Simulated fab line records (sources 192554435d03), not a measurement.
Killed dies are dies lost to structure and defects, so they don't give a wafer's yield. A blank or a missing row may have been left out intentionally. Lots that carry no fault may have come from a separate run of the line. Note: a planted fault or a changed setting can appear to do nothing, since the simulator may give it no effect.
Split-lot study | flow n5-finfet | on a route of 1938 steps: 7 lots, 39 wafers read

ABOUT THE SPLIT
At N5_HKMG_FIN_ETCH_31 (etches SiARC in CF4, target depth 45.5 nm, time 75.8 s), the setting bias-w was moved away from the recipe's 36 W on 15 of the 39 wafers read, by -11.1% to +5.2%. The other wafers ran this setting at the recipe's value.

The split's own step is where the reading is taken.

THE READING
rf-vpp-V, in V, at N5_HKMG_FIN_ETCH_31 (etches SiARC in CF4, target depth 45.5 nm, time 75.8 s). Fault-free wafers of this fab line usually give 184.2 V, standard deviation 1.2 V.

wafer  | tool, chamber at the split | bias-w as run, W | against the recipe | rf-vpp-V, V | against lot-mates on the recipe
L074.1 | rie-diel-04, 3             | 36               | recipe             | 185.4       | -
L074.2 | rie-diel-04, 2             | 36               | recipe             | 185.6       | -
L074.3 | rie-diel-04, 0             | 36               | recipe             | 183.7       | -
L074.4 | rie-diel-04, 1             | 36               | recipe             | 186.1       | -
L074.5 | rie-diel-04, 1             | 36               | recipe             | 187.1       | -
L074.6 | rie-diel-04, 2             | 36               | recipe             | 184.4       | -
L080.1 | rie-diel-01, 3             | 36               | recipe             | 184.5       | -
L080.4 | rie-diel-01, 1             | 36               | recipe             | 182.5       | -
L080.5 | rie-diel-01, 3             | 36               | recipe             | 182.6       | -
L083.1 | rie-diel-03, 3             | 37.86            | +5.2%              | 189.2       | +5.6
L083.2 | rie-diel-03, 0             | 36               | recipe             | 183.6       | -
L083.3 | rie-diel-03, 1             | 36               | recipe             | 182.0       | -
L083.4 | rie-diel-03, 2             | 36               | recipe             | 185.3       | -
L083.5 | rie-diel-03, 2             | 37.86            | +5.2%              | 190.2       | +6.6
L083.6 | rie-diel-03, 1             | 37.86            | +5.2%              | 189.9       | +6.3
L086.1 | rie-diel-03, 3             | 32.34            | -10.2%             | 172.6       | -11.5
L086.2 | rie-diel-03, 0             | 36               | recipe             | 184.3       | -
L086.3 | rie-diel-03, 2             | 36               | recipe             | 185.5       | -
L086.4 | rie-diel-03, 0             | 32.34            | -10.2%             | 171.9       | -12.2
L086.5 | rie-diel-03, 2             | 32.34            | -10.2%             | 173.8       | -10.3
L086.6 | rie-diel-03, 3             | 36               | recipe             | 182.6       | -
L089.1 | rie-diel-04, 2             | 36               | recipe             | 184.7       | -
L089.2 | rie-diel-04, 3             | 32.29            | -10.3%             | 172.9       | -11.6
L089.3 | rie-diel-04, 0             | 32.29            | -10.3%             | 172.2       | -12.3
L089.4 | rie-diel-04, 3             | 32.29            | -10.3%             | 172.4       | -12.1
L089.5 | rie-diel-04, 0             | 36               | recipe             | 183.7       | -
L089.6 | rie-diel-04, 2             | 36               | recipe             | 185.2       | -
L090.1 | rie-diel-01, 2             | 36               | recipe             | 184.9       | -
L090.2 | rie-diel-01, 1             | 33.78            | -6.2%              | 176.1       | -7.9
L090.3 | rie-diel-01, 3             | 36               | recipe             | 184.2       | -
L090.4 | rie-diel-01, 0             | 33.78            | -6.2%              | 177.6       | -6.4
L090.5 | rie-diel-01, 3             | 36               | recipe             | 183.0       | -
L090.6 | rie-diel-01, 0             | 33.78            | -6.2%              | 175.5       | -8.5
L096.1 | rie-diel-03, 2             | 36               | recipe             | 185.6       | -
L096.2 | rie-diel-03, 3             | 36               | recipe             | 183.6       | -
L096.3 | rie-diel-03, 1             | 32               | -11.1%             | 169.3       | -14.9
L096.4 | rie-diel-03, 0             | 32               | -11.1%             | 170.9       | -13.3
L096.5 | rie-diel-03, 2             | 32               | -11.1%             | 171.5       | -12.7
L096.6 | rie-diel-03, 1             | 36               | recipe             | 183.4       | -

FIT RESULTS
A straight line over all 39 wafers: rf-vpp-V changes by +1.17 V for each +1% of bias-w; r = +0.98; the points scatter about the line by 1.2 V.
The same after taking each lot's own level away (the mean of its wafers on the recipe; 39 wafers): +1.18 V for each +1%; r = +0.99; scatter 0.98 V.
That fit puts the effect of the largest move of bias-w on the reading at 13 V.
The lots' own levels span 183.20 to 185.38 V, that is 1.8 times the standard deviation above.
Consequently the slope shifts little with the lot-to-lot level, the two slopes agreeing.
Check: for one of the wafers moved furthest among these (-11.1%), held out of the fit, the line's prediction against its lot-mates is -12.9 V. It came out at -14.9 V against them.
Tool readings at the split's step, against how far the setting was moved: rf-vpp-V r = +0.98.

THE OTHER SPLITS THESE WAFERS WENT THROUGH
Note: prior to the reading, these wafers also went through further splits. Each is held against what the fit with the lots' levels taken away leaves over:
other split on the same wafers | wafers away from the commonest value | r with rf-vpp-V (lot level and that fit taken away)
N5_DUMMY_GATE_ETCH_37 source-w | 9                                    | +0.02
N5_SD_EPI_P_EPI_21 temp-c      | 12                                   | +0.06

THE FILE'S OWN FIT
rf-vpp-V changes by +1.18 V for each +1% of bias-w, r = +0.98.
